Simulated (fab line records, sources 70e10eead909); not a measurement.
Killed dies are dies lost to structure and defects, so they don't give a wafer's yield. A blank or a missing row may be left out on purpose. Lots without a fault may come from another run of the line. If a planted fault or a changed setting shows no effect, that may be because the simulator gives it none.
Tool commonality check -- flow nand harc -- 13 lots and 39 wafers in the sample

## WHY THIS WAS OPENED
At NHARC_A_SOURCE_PLATE_THK_MEAS_06 the reading thk nm is flagged on 2 of 13 lots. No-fault wafers: 199.2 nm, standard deviation 2.2.
Rule: a lot is flagged in two cases, either no wafer of it has a number, or all its wafers with numbers fall more than 4 standard deviations from that mean. As for the other lots, they are considered sound.

lot,measured,on,"thk nm (nm), wafer by wafer",flag
L440,day 8 00:07,film metro-01,197.9 198.7 195.1,
L439,day 8 00:07,film metro-02,198.2 197.5 200.1,
L441,day 8 15:35,film metro-02,202.6 198.5 199.0,
L444,day 9 21:39,film metro-02,199.2 199.2 199.5,
L446,day 10 14:58,film metro-02,199.4 200.4 198.9,
L447,day 11 00:10,film metro-02,199.3 198.9 196.7,
L448,day 11 05:38,film metro-02,198.2 199.2 197.1,
L449,day 11 21:49,film metro-02,202.6 199.8 201.5,
L451,day 13 01:31,film metro-01,200.9 203.0 203.8,
L453,day 13 20:26,film metro-01,200.9 200.2 199.2,
L455,day 14 15:30,film metro-01,297.6 294.4 295.1,FLAGGED
L456,day 15 05:20,film metro-01,297.7 299.4 296.8,FLAGGED
L457,day 15 12:59,film metro-01,197.0 197.2 197.3,
Average over the flagged lots: 296.8 nm; offset from the usual +97.6 nm, equal to +44 standard deviations.

## WHICH TOOL EACH LOT WENT THROUGH
The record holds 1 process step before the reading, out of a route of 1302 steps. Cell contents, in order: the tool; ch with the chambers the sampled wafers went through; the start.
lot,flag,NHARC_A_SOURCE_PLATE_CVD_03
L440,,"lpcvd poly-01 ch 0, day 7 13:25"
L439,,"lpcvd poly-01 ch 0, day 7 13:25"
L441,,"lpcvd poly-04 ch 0, day 8 04:46"
L444,,"lpcvd poly-02 ch 0, day 9 10:11"
L446,,"lpcvd poly-04 ch 0, day 10 04:12"
L447,,"lpcvd poly-04 ch 0, day 10 14:16"
L448,,"lpcvd poly-01 ch 0, day 10 19:38"
L449,,"lpcvd poly-01 ch 0, day 11 11:50"
L451,,"lpcvd poly-01 ch 0, day 12 15:13"
L453,,"lpcvd poly-01 ch 0, day 13 06:55"
L455,FLAGGED,"lpcvd poly-01 ch 0, day 14 05:06"
L456,FLAGGED,"lpcvd poly-01 ch 0, day 14 19:18"
L457,,"lpcvd poly-02 ch 0, day 15 02:32"
What the steps here do:
- NHARC_A_SOURCE_PLATE_CVD_03: deposits poly-Si, target thk 200 nm, time 4000 s.
- NHARC_A_SOURCE_PLATE_THK_MEAS_06: measures by ellipsometry.

## FLAGGED AGAINST TOTAL, ONE TOOL AT A TIME (gauges that did the reading follow at the end)
step,tool,lots run,flagged,share of the flagged lots,sound lots run after its first flagged lot
NHARC_A_SOURCE_PLATE_CVD_03,lpcvd poly-01,8,2,all,0
NHARC_A_SOURCE_PLATE_CVD_03,lpcvd poly-02,2,0,none,-
NHARC_A_SOURCE_PLATE_CVD_03,lpcvd poly-04,3,0,none,-
NHARC_A_SOURCE_PLATE_THK_MEAS_06,film metro-01,6,2,all,1 (L457)
NHARC_A_SOURCE_PLATE_THK_MEAS_06,film metro-02,7,0,none,-

## WHAT THE TABLE ALLOWS
Table rows that saw every flagged lot: 2, namely lpcvd poly-01 at NHARC_A_SOURCE_PLATE_CVD_03 and film metro-01 at NHARC_A_SOURCE_PLATE_THK_MEAS_06.
- lpcvd poly-01 at NHARC_A_SOURCE_PLATE_CVD_03 ran 8 lots, 2 of them flagged. It ran its last sound lot, L453, at day 13 06:55 and its first flagged lot, L455, at day 14 05:06: a fault with its onset between the two fits. Its own readings (spike tc bottom C, spike tc centre C, spike tc lower C, spike tc top C, spike tc upper C) fall more than 4 standard deviations out on all wafers of the flagged lots.
- film metro-01 at NHARC_A_SOURCE_PLATE_THK_MEAS_06 ran 6 lots, 2 of them flagged. Sound lots followed the first flagged one (L457) on it, something a lasting fault affecting the whole tool could not allow.
What remains is a single tool, lpcvd poly-01 at NHARC_A_SOURCE_PLATE_CVD_03.

## WHAT WAS PUT IN BY THE SIMULATOR
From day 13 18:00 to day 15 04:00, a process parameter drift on lpcvd poly-01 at NHARC_A_SOURCE_PLATE_CVD_03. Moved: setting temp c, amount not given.
Struck lots among those shown: L455, L456. Same finding as the rule above.
